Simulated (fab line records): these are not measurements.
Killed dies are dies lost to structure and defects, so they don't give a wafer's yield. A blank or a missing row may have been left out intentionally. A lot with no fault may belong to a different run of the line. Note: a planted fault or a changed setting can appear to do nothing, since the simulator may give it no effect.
Matching of chambers + flow n5-finfet + rie-diel-01 running N5_BEOL_M0_SAQP_STRIP_108: 4 sister chambers
The step strips in N2/H2. 4 wafers are shown with their chamber, then 7 later ones without.

## WAFERS WITH THEIR CHAMBER
| wafer  | chamber | drypump-motor-current-A (A) |
|--------|---------|-----------------------------|
| L074.3 | 0       | 6.1                         |
| L087.4 | 2       | 5.1                         |
| L087.5 | 3       | 6.0                         |
| L090.4 | 1       | 6.4                         |

## WAFERS WITHOUT THEIR CHAMBER
| wafer  | drypump-motor-current-A (A) |
|--------|-----------------------------|
| L090.5 | 5.2                         |
| L092.1 | 6.3                         |
| L092.2 | 5.1                         |
| L092.5 | 6.4                         |
| L094.1 | 6.3                         |
| L094.2 | 6.0                         |
| L094.4 | 6.0                         |

## THE CHAMBER EACH PASSED THROUGH
| wafer  | from the rows above     | in truth |
|--------|-------------------------|----------|
| L090.5 | 2                       | 2        |
| L092.1 | can't be placed: 1 or 0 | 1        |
| L092.2 | 2                       | 2        |
| L092.5 | 1                       | 1        |
| L094.1 | can't be placed: 1 or 0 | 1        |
| L094.2 | can't be placed: 3 or 0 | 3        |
| L094.4 | can't be placed: 3 or 0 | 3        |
Correct placement for 3 of the 7. Not placeable from these rows: 4 (in 4, the candidates include the true chamber). Number placed wrongly: 0.
How it was worked out, from the rows above alone: a wafer's distance from a chamber is the root of the sum, over the readings, of the square of ((its reading less the chamber's mean) divided by the reading's scatter). The wafer belongs to the nearest chamber; if the next one is less than 2 further off, it can't be placed. A chamber's mean is the mean of its shown wafers. The scatter: root of mean squared gap, hidden wafer to nearest shown wafer, with one shown wafer a chamber.
